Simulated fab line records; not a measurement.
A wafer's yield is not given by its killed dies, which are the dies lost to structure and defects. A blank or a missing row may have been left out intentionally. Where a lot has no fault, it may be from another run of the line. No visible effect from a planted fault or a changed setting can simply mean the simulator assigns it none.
Problem report, 8D (eight disciplines) form, completed by code	flow n5Finfet	the parts of the form that need people (team, actions taken, sign-off) are left out

== 1. PROBLEM STATEMENT ==
Wafers without a fault read 150.0 W, standard deviation 0.46; biasW at N5_BEOL_M8_ETCH_66 reads a mean of 119.3 W on 2 wafers belonging to 2 lots. That is -67 standard deviations from the usual mean.
The step: etches SOC in N2/H2, target depth 80 nm, overetch 16 nm, time 120 s.
First observed at day 15 07:22: wafer L896.2, on rieDiel-03. The record holds 33 wafers of 11 lots with a number at this step. The rule behind "out" and "out of limits": a value lying over 4 standard deviations away from the usual mean. The other wafers with a number count as sound.

== 2. WHAT IT IS, WHAT IT ISN'T ==
question	is	is not
which readings at this step	biasW, rfVppV	drypumpMotorCurrentA, oesProductAu, showerheadPlenumPTorr, throttleValvePct
which lots	L896, L897	L884, L885, L886, L888, L889, L892, L903, L904, L905
which wafers of those lots	L896.2, L897.2	L896.1, L896.4, L897.1, L897.6
read on which tools	rieDiel-03	rieDiel-05, rieDiel-06
when	from day 15 07:22	up to then (20 sound wafers); but 11 sound wafers of L897, L903, L904, L905 came after

== 3. WHAT RULES OUT EACH SUSPECT ==
Counting: if a tool at a process step up to the reading ran every lot that is out, it stays a suspect. Sound lots after the first of them don't rule it out here, since some wafers of a struck lot are sound.
- rieDiel-03 at N5_BEOL_M8_ETCH_66 (etches SOC in N2/H2, target depth 80 nm, overetch 16 nm, time 120 s): kept. It processed each lot that is out (first: L896, day 15 07:22); up to then, its last sound lot is L884 (day 11 20:38). Its own readings are out on those wafers: biasW, rfVppV.
- In rieDiel-03 at N5_BEOL_M8_ETCH_66, the wafers that are out were processed in chamber 3 and their sound lot-mates in chambers 0, 2.
Left after counting: rieDiel-03 at N5_BEOL_M8_ETCH_66.

== 4. THE CAUSE (what the simulator had put in) ==
rieDiel-03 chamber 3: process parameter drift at N5_BEOL_M8_ETCH_66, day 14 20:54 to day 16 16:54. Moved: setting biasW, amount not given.
Only this tool survived the counting.

== 5. THE EFFECT CHAIN, in route order ==
Each row: a reading whose mean over the struck wafers that have a number lies more than 3 standard deviations from the usual. Readings are gone through only where the record gives a usual standard deviation; hours: the median, over the lots, of the time from a lot's start at the first step in this table giving one to that lot's start at this step; sigmas: the change measured in usual standard deviations.
hours	step	reading	usual	on struck wafers	change	sigmas
0	N5_BEOL_M8_ETCH_66	biasW	150.0 W	119.3	-30.7	-67
0	N5_BEOL_M8_ETCH_66	rfVppV	523.7 V	453.6	-70.1	-28
It contains these process steps:
- N5_BEOL_M8_ETCH_66: etches SOC in N2/H2, target depth 80 nm, overetch 16 nm, time 120 s.

== 6. WHAT WOULD HAVE CAUGHT IT SOONER ==
10 hours passed between the start of the fault at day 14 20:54 and the first reading out of limits in this record, taken at day 15 07:22.
